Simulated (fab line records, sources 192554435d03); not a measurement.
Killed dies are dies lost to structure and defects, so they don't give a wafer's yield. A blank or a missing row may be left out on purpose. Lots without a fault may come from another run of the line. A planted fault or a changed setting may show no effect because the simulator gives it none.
fab line records | flow n5_finfet
record lots=10 wafers=30 last_day=17
route steps=1938 shown BEOL_M5@1154 PASSIVATION@1925
lots that met no fault: from a run of the same line without faults
start_h: hours from the record's first day to the start of the lot's first wafer shown | wait_h: hours since the lot's step before | " the same as in the row above | L1.1+2: a row that stands for several wafers | - no value, or no start given | * or withheld: withheld | < > ~ a bound
route shown NAME@n: a module of which the file shows steps, and the number in the route of the first | usual: mean/standard deviation of fault-free wafers | same: alike in all rows | chamber/n: place in a boat | sites: the reading at each site | _std_site: their standard deviation | _edge_site: outer sites' mean less inner sites' | radius_mm: how far each site lies from the wafer's centre | mask NAME#n: copy n | behind: the tool/chamber that last shaped the wafer | hold: why the lot was held/for how many hours/how that ended | device: the transistor (n, p or np) that didn't switch | end of line: the same wafers' tests at the end of the route | a step without rows: its recipe alone | killed: dies lost to structure and defects at the first sort, not the wafer's yield | map: a wafer's dies, x killed, . not, _ none there
set.NAME: the setting as run; set.NAME@STEP: as run at that earlier step | model.NAME: the simulator's own value behind a step, which no gauge read
steps of the route over a sample of lots; a table a step, a row a wafer
services: from which hour (start_h, from the record's first day; less than 0 if before it) a tool's chamber was out of use, for how many hours, and why
## steps
# step N5_BEOL_M5_ETCH_68
# recipe chemistry=N2/H2 target=SOC target_depth_a=800 overetch_a=160 mask_material=SiARC temp_c=40 time_s=120 ion_energy_ev=200 pressure_mtorr=30 source_w=840 bias_w=150 n2_flow_sccm=200 h2_flow_sccm=200
# usual drypump_motor_current_A=5.9/0.4 n2_flow_sccm=200.0/0.61 oes_product_au=0.58/0.064 rf_vpp_V=523.7/2.7 showerhead_plenum_p_Torr=2.54/0.1 throttle_valve_pct=17.9/0.32
# same time_s=120
# columns lot.wafer tool chamber start_h wait_h drypump_motor_current_A n2_flow_sccm oes_product_au rf_hours_counter_h rf_vpp_V showerhead_plenum_p_Torr throttle_valve_pct
L106.3 rie_diel-06 0 182.27 0.0 5.7 200.6 0.59 159 525.0 2.55 18.1
L106.5 " 0 " " 5.7 200.5 0.58 - 524.0 2.55 18.1
L106.6 " 1 " " 5.2 200.9 0.55 - 523.6 2.50 17.6
L105.3 rie_diel-01 1 184.99 0.0 6.1 198.8 0.55 215 524.1 2.50 18.0
L105.4 " 3 " " 5.6 199.7 0.55 193 525.9 2.62 18.0
L105.5 " 1 " " 6.1 199.9 0.55 - 522.4 2.50 18.0
L109.2 rie_diel-06 0 204.89 0.0 5.7 200.7 0.58 165 523.1 2.55 18.1
L109.4 " 0 " " 5.7 201.4 0.58 - 524.8 2.55 18.1
L109.6 " 3 " " 6.2 200.7 0.56 - 522.9 2.53 18.3
L107.2 rie_diel-06 1 205.28 0.0 5.2 200.8 0.54 234 521.5 2.50 17.6
L107.3 " 0 " " 5.7 200.3 0.57 165 524.0 2.55 18.1
L107.4 " 1 " " 5.2 200.0 0.54 - 523.5 2.50 17.6
L110.2 rie_diel-06 1 217.99 0.0 5.2 199.3 0.54 238 523.6 2.50 17.7
L110.5 " 1 " " 5.2 199.7 0.54 - 523.4 2.50 17.7
L110.6 " 0 " " 5.7 199.0 0.58 - 524.5 2.55 18.1
L111.1 rie_diel-06 0 223.74 0.0 5.7 199.7 0.57 170 523.5 2.55 18.2
L111.4 " 0 " " 5.7 199.8 0.57 - 523.8 2.55 18.1
L111.5 " 1 " " 5.2 198.7 0.54 - 522.7 2.50 17.7
L115.1 rie_diel-06 2 241.89 0.0 5.6 200.8 0.60 150 519.5 2.35 18.0
L115.2 " 3 " " 6.2 200.0 0.56 178 523.5 2.53 18.3
L115.4 " 0 " " 5.7 199.8 0.56 175 524.3 2.54 18.2
L114.3 rie_diel-06 3 250.41 0.0 6.2 200.3 0.56 180 523.5 2.53 18.3
L114.5 " 3 " " 6.2 200.8 0.55 - 522.5 2.53 18.3
L114.6 " 2 " " 5.6 200.4 0.59 - 518.5 2.34 18.0
L116.1 rie_diel-06 1 258.99 0.0 5.2 200.7 0.53 250 522.4 2.49 17.7
L116.3 " 3 " " 6.2 198.1 0.55 184 523.3 2.53 18.3
L116.6 " 2 " " 5.7 200.3 0.59 - 519.1 2.34 18.0
L124.3 rie_diel-05 2 301.76 0.0 6.2 199.3 0.71 10 528.4 2.70 17.1
L124.4 " 0 " " 6.4 199.6 0.67 - 529.0 2.71 18.1
L124.5 " 1 " " 6.0 199.9 0.54 - 522.8 2.51 17.6
# step N5_PASSIVATION_CD_MEAS_44
# recipe target_cd_nm=40000 landing_energy_ev=500 detector=se_inlens
# usual cd_nm=40002/3.9
# columns lot.wafer tool chamber start_h wait_h cd_nm
L106.3 cd_sem-02 0 285.79 - 40001
L106.5 " 0 " " 39998
L106.6 " 0 " " 40000
L105.3 cd_sem-03 0 288.40 - 40000
L105.4 " 0 " " 39997
L105.5 " 0 " " 40005
L109.2 cd_sem-01 0 307.19 - 40000
L109.4 " 0 " " 40004
L109.6 " 0 " " 39997
L107.2 cd_sem-01 0 308.27 - 40007
L107.3 " 0 " " 40001
L107.4 " 0 " " 40000
L110.2 cd_sem-02 0 312.11 - 40004
L110.5 " 0 " " 40000
L110.6 " 0 " " 40002
L111.1 cd_sem-02 0 319.11 - 40004
L111.4 " 0 " " 40001
L111.5 " 0 " " 40004
L114.3 cd_sem-03 0 349.27 - 40001
L114.5 " 0 " " 40006
L114.6 " 0 " " 40003
L115.1 cd_sem-02 0 349.31 - 39999
L115.2 " 0 " " 39999
L115.4 " 0 " " 39997
L116.1 cd_sem-03 0 356.65 - 40002
L116.3 " 0 " " 40007
L116.6 " 0 " " 40009
L124.3 cd_sem-01 0 405.67 - 40001
L124.4 " 0 " " 40000
L124.5 " 0 " " 39996
# step N5_PASSIVATION_ETCH_54
# recipe chemistry=CHF3/O2 target=SiO2 target_depth_a=8800 CHF3_flow_sccm=50 O2_flow_sccm=5 Ar_flow_sccm=200 time_s=440 mask_material=PR pressure_mtorr=30 source_w=650 bias_w=170 ion_energy_ev=200
# usual drypump_motor_current_A=5.8/0.36 oes_product_au=0.82/0.076 rf_vpp_V=525/12 showerhead_plenum_p_Torr=2.43/0.086 throttle_valve_pct=18.71/0.14
# same time_s=440
# columns lot.wafer tool chamber start_h wait_h drypump_motor_current_A oes_product_au rf_hours_counter_h rf_vpp_V showerhead_plenum_p_Torr throttle_valve_pct
L106.3 rie_diel-02 2 286.60 0.1 5.9 0.71 208 503 2.30 18.92
L106.5 " 2 " " 5.9 0.72 - 504 2.30 18.95
L106.6 " 1 " " 5.6 0.91 - 521 2.55 18.50
L105.3 rie_diel-03 0 288.74 0.1 5.7 0.87 39 533 2.37 18.70
L105.4 " 2 " " 4.8 0.87 27 528 2.36 18.68
L105.5 " 3 " " 6.1 0.81 - 541 2.42 18.77
L109.2 rie_diel-04 1 307.55 0.1 5.7 0.71 223 528 2.49 18.82
L109.4 " 0 " " 5.5 0.83 78 535 2.56 18.65
L109.6 " 0 " " 5.6 0.84 - 534 2.56 18.65
L107.2 rie_diel-04 0 308.62 0.1 5.5 0.83 79 535 2.56 18.65
L107.3 " 2 " " 6.3 0.92 24 521 2.38 18.67
L107.4 " 3 " " 5.5 0.77 109 500 2.33 18.69
L110.2 rie_diel-02 1 312.46 0.1 5.6 0.89 23 521 2.55 18.51
L110.5 " 1 " " 5.6 0.90 - 521 2.55 18.50
L110.6 " 0 " " 5.9 0.82 - 538 2.42 18.72
L111.1 rie_diel-04 1 319.46 0.1 5.7 0.71 228 529 2.49 18.81
L111.4 " 3 " " 5.5 0.77 113 500 2.33 18.70
L111.5 " 2 " " 6.3 0.91 - 522 2.38 18.67
L114.3 rie_diel-04 2 349.62 0.1 6.3 0.90 39 522 2.37 18.71
L114.5 " 1 " " 5.7 0.71 - 528 2.48 18.84
L114.6 " 2 " " 6.3 0.90 - 522 2.37 18.68
L115.1 rie_diel-02 3 349.66 0.1 6.3 0.96 6 538 2.47 18.37
L115.2 " 2 " " 5.9 0.70 233 504 2.29 18.97
L115.4 " 1 " " 5.6 0.86 - 521 2.54 18.55
L116.1 rie_diel-03 2 357.01 0.1 4.8 0.85 50 528 2.35 18.72
L116.3 " 3 " " 6.1 0.79 117 540 2.41 18.82
L116.6 " 0 " " 5.8 0.84 - 531 2.36 18.72
L124.3 rie_diel-02 1 406.02 0.1 5.6 0.83 60 521 2.53 18.57
L124.4 " 3 " " 6.3 0.91 - 538 2.46 18.38
L124.5 " 1 " " 5.6 0.84 - 521 2.54 18.57
# step N5_PASSIVATION_STRIP_48
# recipe chemistry=O2 power_w=600 temp_c=60 pressure_mtorr=30 rf_frequency_hz=6e+07 bias_power_w=0 overash_fraction=0.5 o2_flow_sccm=225
# usual drypump_motor_current_A=5.8/0.37 oes_product_au=0.82/0.082 rf_vpp_V=3.8/2.4 showerhead_plenum_p_Torr=2.10/0.082 throttle_valve_pct=16.54/0.16
# same bias_power_w=0
# columns lot.wafer tool chamber start_h wait_h drypump_motor_current_A oes_product_au rf_hours_counter_h rf_vpp_V showerhead_plenum_p_Torr throttle_valve_pct
L106.3 rie_diel-02 2 286.89 0.1 5.9 0.70 208 3.9 1.99 16.81
L106.5 " 2 " " 5.9 0.70 - 4.8 1.99 16.74
L106.6 " 1 " " 5.6 0.90 - 4.8 2.24 16.39
L105.3 rie_diel-03 0 289.03 0.1 5.7 0.88 40 6.4 2.03 16.42
L105.4 " 2 " " 4.8 0.89 27 4.8 2.04 16.49
L105.5 " 3 " " 6.1 0.83 - 3.1 2.11 16.56
L109.2 rie_diel-04 1 307.83 0.1 5.7 0.69 223 4.8 2.17 16.61
L109.4 " 0 " " 5.6 0.88 79 4.5 2.21 16.38
L109.6 " 0 " " 5.6 0.82 - 0 2.21 16.43
L107.2 rie_diel-04 0 308.91 0.1 5.5 0.85 79 2.0 2.21 16.46
L107.3 " 2 " " 6.2 0.91 25 1.7 2.07 16.54
L107.4 " 3 " " 5.5 0.77 109 5.6 2.01 16.48
L110.2 rie_diel-02 1 312.75 0.1 5.6 0.87 23 6.2 2.23 16.45
L110.5 " 1 " " 5.5 0.91 - 1.2 2.23 16.31
L110.6 " 0 " " 5.9 0.81 - 3.4 2.10 16.59
L111.1 rie_diel-04 1 319.75 0.1 5.7 0.73 228 5.3 2.17 16.71
L111.4 " 3 " " 5.5 0.77 113 6.6 2.01 16.45
L111.5 " 2 " " 6.3 0.93 - 6.6 2.06 16.45
L114.3 rie_diel-04 2 349.91 0.1 6.4 0.84 39 4.3 2.06 16.44
L114.5 " 1 " " 5.7 0.68 - 5.7 2.17 16.75
L114.6 " 2 " " 6.4 0.89 - 2.5 2.06 16.57
L115.1 rie_diel-02 3 349.95 0.1 6.2 1.03 6 2.7 2.14 16.14
L115.2 " 2 " " 5.9 0.69 233 7.8 1.98 16.74
L115.4 " 1 " " 5.6 0.84 - 0.9 2.23 16.48
L116.1 rie_diel-03 2 357.29 0.1 4.8 0.84 50 6.1 2.03 16.56
L116.3 " 3 " " 6.1 0.78 117 2.9 2.10 16.67
L116.6 " 0 " " 5.8 0.86 - 3.2 2.02 16.44
L124.3 rie_diel-02 1 406.31 0.1 5.6 0.81 60 2.6 2.22 16.38
L124.4 " 3 " " 6.3 0.94 - 3.2 2.13 16.16
L124.5 " 1 " " 5.6 0.84 - 0 2.22 16.50
# step N5_PASSIVATION_PROBE_49
# usual defect_limited_yield=91.4/1.5 killed_at_M0_to_M3=32/9.8 killed_at_M4_up=15/5.6 killed_at_contacts=12/5.4 killed_at_front_end=40/13 killed_at_other=3.0/2.1 killed_dies=102/17 killed_on_rim=14/4.4 killed_open=67/13 killed_short=32/7.1 sort_bin_5_function=5.1/0.96 sort_bin_6_memory=3.2/0.7 sort_bin_8_speed=0.0/0.3 sort_n_pass=1078/18 sort_yield_pct=91.3/1.5
# same gross_dies=1180 killed_at_back_side=0 sort_bin_4_leakage[%]=0
# columns lot.wafer tool chamber start_h wait_h defect_limited_yield[%] killed_at_M0_to_M3 killed_at_M4_up killed_at_contacts killed_at_front_end killed_at_other killed_dies killed_on_rim killed_open killed_short sort_bin_5_function[%] sort_bin_6_memory[%] sort_bin_8_speed[%] sort_n_pass sort_yield_pct[%]
L106.3 prober-02 - 289.88 0.1 91.4 38 21 17 24 1 101 11 66 33 4.4 3.9 0 1079 91.4
L106.5 prober-02 - 289.98 0.2 91.6 33 14 10 38 4 99 14 61 34 4.2 4.2 0 1081 91.6
L106.6 prober-02 - 290.03 0.3 90.4 34 17 25 35 2 113 14 77 32 5.9 3.4 0 1067 90.4
L109.2 prober-02 - 310.38 0.1 90.4 45 16 13 35 4 113 13 82 31 4.7 4.6 0 1067 90.4
L109.4 prober-02 - 310.48 0.2 88.2 37 13 13 73 3 139 23 88 44 6.5 4.6 0 1041 88.2
L109.6 prober-02 - 310.58 0.3 89.6 45 11 13 50 4 123 16 88 35 5.8 4.3 0 1057 89.6
L107.2 prober-01 - 312.35 0.1 92.5 30 23 6 29 1 89 9 58 30 5.0 2.4 0 1091 92.5
L107.3 prober-01 - 312.40 0.1 92.9 21 25 8 28 2 84 13 53 25 4.8 2.3 0 1096 92.9
L107.4 prober-01 - 312.45 0.2 93.2 23 17 3 37 0 80 12 55 18 3.4 3.0 0 1100 93.2
L110.2 prober-01 - 315.29 0.1 92.5 17 25 14 30 3 89 19 53 27 4.2 2.5 0 1091 92.5
L110.5 prober-01 - 315.44 0.2 92.4 22 25 6 34 3 90 15 57 24 4.7 2.2 0 1090 92.4
L110.6 prober-01 - 315.49 0.3 93.0 32 14 5 30 2 83 8 52 28 4.5 2.3 0 1097 93.0
L115.1 prober-01 - 352.48 0.0 79.3 23 157 11 50 3 244 32 59 32 13.1 4.2 0 936 79.3
L115.2 prober-01 - 352.53 0.1 80.1 39 141 13 40 2 235 30 65 46 11.6 4.4 0 945 80.1
L115.4 prober-01 - 352.63 0.2 82.6 26 112 15 45 7 205 31 62 36 11.9 3.1 0 975 82.6
L114.3 prober-02 - 352.50 0.1 83.1 11 123 25 41 0 200 32 58 24 10.1 3.7 0 980 83.1
L114.5 prober-02 - 352.60 0.2 83.4 24 131 10 28 3 196 24 48 28 10.6 2.9 0 984 83.4
L114.6 prober-02 - 352.65 0.3 81.8 17 159 15 23 1 215 22 35 30 10.8 3.9 0 965 81.8
L116.1 prober-02 - 359.80 0.0 82.2 33 127 13 36 1 210 31 66 28 10.2 4.2 0 970 82.2
L116.3 prober-02 - 359.90 0.1 83.4 31 127 6 30 2 196 24 56 26 9.7 3.1 0 984 83.4
L116.6 prober-02 - 360.05 0.3 80.1 19 160 4 51 1 235 22 65 25 12.6 4.2 0 945 80.1
L124.3 prober-02 - 408.93 0.1 93.4 29 9 5 29 6 78 6 43 33 3.8 2.4 0 1102 93.4
L124.4 prober-02 - 408.98 0.2 91.3 44 8 10 30 11 103 10 62 40 5.0 3.5 0 1077 91.3
L124.5 prober-02 - 409.03 0.2 88.5 49 16 14 56 1 136 14 80 50 6.9 3.6 0 1044 88.5
# killed by level:class
L106.3 BEOL_M3:geometric_particle:open=16 MOL_CONTACT_COAG:geometric_particle:open=14 BEOL_M0_SAQP:geometric_particle:short=6 BEOL_M4:geometric_particle:open=6 FIN_SAQP:geometric_particle:short=5 STI_FIN_REVEAL:geometric_particle:open=5 BEOL_M0_SAQP:geometric_particle:open=5 GATE_CUT:geometric_particle:short=4
L106.5 FIN_SAQP:geometric_particle:open=8 FIN_SAQP:geometric_particle:short=7 GATE_CUT:geometric_particle:short=6 BEOL_M0_SAQP:geometric_particle:short=6 BEOL_M3:geometric_particle:open=6 STARTING-WAFER:geometric_particle:open=6 MOL_CONTACT_COAG:geometric_particle:open=5 BEOL_M7:geometric_particle:open=5
L106.6 MOL_CONTACT_COAG:geometric_particle:open=18 FIN_SAQP:geometric_particle:open=9 BEOL_M3:geometric_particle:open=7 BEOL_M0_SAQP:geometric_particle:short=6 FIN_SAQP:geometric_particle:short=5 BEOL_M0_SAQP:geometric_particle:open=5 BEOL_M2:geometric_particle:open=5 STI_FIN_REVEAL:geometric_particle:open=4
L109.2 BEOL_M2:geometric_particle:open=15 MOL_CONTACT_COAG:geometric_particle:open=12 BEOL_M4:geometric_particle:open=10 BEOL_M3:geometric_particle:open=9 STI_FIN_REVEAL:geometric_particle:open=8 FIN_SAQP:geometric_particle:short=7 DUMMY_GATE:geometric_particle:open=7 BEOL_M0_SAQP:geometric_particle:short=6
L109.4 STI_FIN_REVEAL:geometric_particle:open=30 BEOL_M1:geometric_particle:open=15 FIN_SAQP:geometric_particle:short=12 MOL_CONTACT_COAG:geometric_particle:open=9 HKMG_FIN:area_etch=7 FIN_SAQP:geometric_particle:open=6 STI_FIN_REVEAL:geometric_particle:short=6 BEOL_M4:geometric_particle:short=6
L109.6 STI_FIN_REVEAL:geometric_particle:open=21 BEOL_M3:geometric_particle:open=14 MOL_CONTACT_COAG:geometric_particle:open=11 STI_FIN_REVEAL:geometric_particle:short=8 BEOL_M2:geometric_particle:open=7 BEOL_M0_SAQP:geometric_particle:open=6 BEOL_M4:geometric_particle:open=6 FIN_SAQP:geometric_particle:open=4
L107.2 BEOL_M4:geometric_particle:open=16 BEOL_M3:geometric_particle:open=9 BEOL_M1:geometric_particle:open=7 STARTING-WAFER:geometric_particle:short=6 STI_FIN_REVEAL:geometric_particle:open=5 MOL_CONTACT_COAG:geometric_particle:open=5 BEOL_M0_SAQP:geometric_particle:short=5 BEOL_M4:geometric_particle:short=5
L107.3 BEOL_M4:geometric_particle:open=13 MOL_CONTACT_COAG:geometric_particle:open=8 GATE_CUT:geometric_particle:short=6 BEOL_M0_SAQP:geometric_particle:open=6 FIN_CUT:geometric_particle:short=4 GATE_CUT:geometric_particle:open=4 BEOL_M0_SAQP:geometric_particle:short=4 BEOL_M1:geometric_particle:open=3
L107.4 BEOL_M4:geometric_particle:open=9 BEOL_M3:geometric_particle:open=6 BEOL_M2:geometric_particle:open=5 FIN_SAQP:geometric_particle:open=4 FIN_CUT:geometric_particle:open=4 STI_FIN_REVEAL:geometric_particle:open=4 HKMG_FIN:area_etch=4 FIN_SAQP:geometric_particle:short=3
L110.2 BEOL_M4:geometric_particle:open=12 MOL_CONTACT_COAG:geometric_particle:open=9 MOL_CONTACT_COAG:geometric_particle:short=5 BEOL_M1:geometric_particle:open=5 HKMG_FIN:area_etch=5 FIN_SAQP:geometric_particle:open=4 FIN_SAQP:geometric_particle:short=4 BEOL_M2:geometric_particle:open=4
L110.5 BEOL_M4:geometric_particle:open=10 BEOL_M1:geometric_particle:open=7 DUMMY_GATE:geometric_particle:open=6 HKMG_FIN:area_etch=6 MOL_CONTACT_COAG:geometric_particle:open=4 BEOL_M0_SAQP:geometric_particle:open=4 BEOL_M2:geometric_particle:open=4 STARTING-WAFER:geometric_particle:short=4
L110.6 BEOL_M2:geometric_particle:open=11 DUMMY_GATE:geometric_particle:open=8 BEOL_M0_SAQP:geometric_particle:short=5 BEOL_M0_SAQP:geometric_particle:open=5 BEOL_M1:geometric_particle:open=5 BEOL_M4:geometric_particle:open=5 DUMMY_GATE:geometric_particle:short=4 GATE_CUT:geometric_particle:short=3
L115.1 BEOL_M5:unspecified=150 FIN_SAQP:geometric_particle:open=15 STI_FIN_REVEAL:geometric_particle:open=10 MOL_CONTACT_COAG:geometric_particle:open=8 FIN_SAQP:geometric_particle:short=7 DUMMY_GATE:geometric_particle:open=7 BEOL_M0_SAQP:geometric_particle:short=4 BEOL_M0_SAQP:geometric_particle:open=4
L114.3 BEOL_M5:unspecified=111 MOL_CONTACT_COAG:geometric_particle:open=21 BEOL_M5:geometric_particle:open=8 FIN_SAQP:geometric_particle:short=5 STI_FIN_REVEAL:geometric_particle:open=5 HKMG_FIN:area_etch=5 GATE_CUT:geometric_particle:short=4 STARTING-WAFER:geometric_particle:short=4
L115.2 BEOL_M5:unspecified=120 MOL_CONTACT_COAG:geometric_particle:open=11 BEOL_M0_SAQP:geometric_particle:open=8 BEOL_M4:geometric_particle:open=8 FIN_SAQP:geometric_particle:short=7 BEOL_M0_SAQP:geometric_particle:short=7 GATE_CUT:geometric_particle:short=6 BEOL_M3:geometric_particle:open=6
L114.5 BEOL_M5:unspecified=119 BEOL_M0_SAQP:geometric_particle:short=12 STI_FIN_REVEAL:geometric_particle:open=7 MOL_CONTACT_COAG:geometric_particle:open=7 GATE_CUT:geometric_particle:short=6 GATE_CUT:geometric_particle:open=5 STARTING-WAFER:geometric_particle:open=4 BEOL_M0_SAQP:geometric_particle:open=3
L115.4 BEOL_M5:unspecified=104 MOL_CONTACT_COAG:geometric_particle:open=12 FIN_SAQP:geometric_particle:open=10 STI_FIN_REVEAL:geometric_particle:open=9 BEOL_M3:geometric_particle:open=8 FIN_SAQP:geometric_particle:short=6 BEOL_M0_SAQP:geometric_particle:short=4 BEOL_M0_SAQP:geometric_particle:open=4
L114.6 BEOL_M5:unspecified=148 MOL_CONTACT_COAG:geometric_particle:open=11 GATE_CUT:geometric_particle:short=7 BEOL_M1:geometric_particle:open=5 BEOL_M0_SAQP:geometric_particle:short=5 FIN_SAQP:geometric_particle:short=4 MOL_CONTACT_COAG:geometric_particle:short=4 BEOL_M4:geometric_particle:open=3
L116.1 BEOL_M5:unspecified=115 MOL_CONTACT_COAG:geometric_particle:open=11 BEOL_M0_SAQP:geometric_particle:open=11 STI_FIN_REVEAL:geometric_particle:open=7 GATE_CUT:geometric_particle:short=7 BEOL_M0_SAQP:geometric_particle:short=7 BEOL_M3:geometric_particle:open=6 FIN_SAQP:geometric_particle:short=5
L116.3 BEOL_M5:unspecified=113 FIN_SAQP:geometric_particle:open=11 BEOL_M3:geometric_particle:open=9 BEOL_M2:geometric_particle:open=7 BEOL_M4:geometric_particle:open=7 BEOL_M2:geometric_particle:short=6 MOL_CONTACT_COAG:geometric_particle:open=5 STI_FIN_REVEAL:geometric_particle:open=4
L116.6 BEOL_M5:unspecified=142 FIN_SAQP:geometric_particle:open=13 STI_FIN_REVEAL:geometric_particle:open=10 BEOL_M3:geometric_particle:open=7 BEOL_M4:geometric_particle:open=7 GATE_CUT:geometric_particle:open=5 GATE_CUT:geometric_particle:short=5 BEOL_M6:geometric_particle:open=4
L124.3 BEOL_M3:geometric_particle:open=7 GATE_CUT:geometric_particle:short=6 BEOL_M0_SAQP:geometric_particle:short=6 BEOL_M0_SAQP:geometric_particle:open=6 FIN_SAQP:geometric_particle:short=5 STI_FIN_REVEAL:geometric_particle:open=5 MOL_CONTACT_COAG:geometric_particle:open=5 BEOL_M2:geometric_particle:open=5
L124.4 BEOL_M3:geometric_particle:open=11 BEOL_M0_SAQP:geometric_particle:open=8 MOL_CONTACT_COAG:geometric_particle:open=7 BEOL_M0_SAQP:geometric_particle:short=7 FIN_SAQP:geometric_particle:open=6 FIN_SAQP:geometric_particle:short=6 BEOL_M2:geometric_particle:open=6 BEOL_M0:geometric_particle:open=4
L124.5 BEOL_M3:geometric_particle:open=15 MOL_CONTACT_COAG:geometric_particle:open=12 BEOL_M0_SAQP:geometric_particle:short=11 STI_FIN_REVEAL:geometric_particle:open=10 FIN_SAQP:geometric_particle:open=9 BEOL_M0_SAQP:geometric_particle:open=7 FIN_SAQP:geometric_particle:short=6 GATE_CUT:geometric_particle:short=6
## services
# columns tool chamber start_h hours kind
rie_diel-06 0 190.33 6.5 repair
rie_diel-06 2 195.78 28.7 repair
rie_diel-05 1 197.55 24.1 repair
rie_diel-03 - 212.07 0.1 repair
rie_diel-04 2 216.41 - clean
rie_diel-04 2 216.41 - consumable_replace:focus_ring
rie_diel-04 2 216.41 23.9 scheduled_down
rie_diel-04 2 216.41 23.9 vent_cycle
rie_diel-02 1 219.16 - clean
rie_diel-02 1 219.16 - consumable_replace:focus_ring
rie_diel-02 1 219.16 - consumable_replace:showerhead
rie_diel-02 1 219.16 21.4 scheduled_down
rie_diel-02 1 219.16 21.4 vent_cycle
rie_diel-03 - 223.88 15.6 pm
rie_diel-04 3 238.86 7.2 repair
rie_diel-05 1 244.64 5.5 repair
rie_diel-01 0 249.43 3.8 repair
rie_diel-06 1 259.30 - clean
rie_diel-01 2 265.90 16.8 repair
rie_diel-02 0 349.30 4.2 repair
rie_diel-03 2 370.53 9.9 repair
rie_diel-05 - 370.65 0.8 repair
rie_diel-06 2 372.79 4.4 repair
rie_diel-05 0 404.30 1.6 repair
## key
first_sign step=N5_PASSIVATION_PROBE_49 reading=killed_at_M4_up direction=up sigmas=22 usual=15 struck=137
effect step=N5_PASSIVATION_PROBE_49 reading=defect_limited_yield direction=down sigmas=6.6 usual=91.4 struck=81.8
more_kills_born_at N5_BEOL_M5_ETCH_68@rie_diel-06=1122
met_at N5_BEOL_M5_ETCH_68
struck_lots L114,L115,L116
not_acting_at N5_PASSIVATION_CD_MEAS_44,N5_PASSIVATION_ETCH_54,N5_PASSIVATION_STRIP_48
onset_between 223.74 241.89
fault kind=chamber_particle_source tool=rie_diel-06 chamber=- onset_h=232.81 steps=N5_BEOL_M5_ETCH_68 rate_per_visit_cm2=1.5244 end_h=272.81
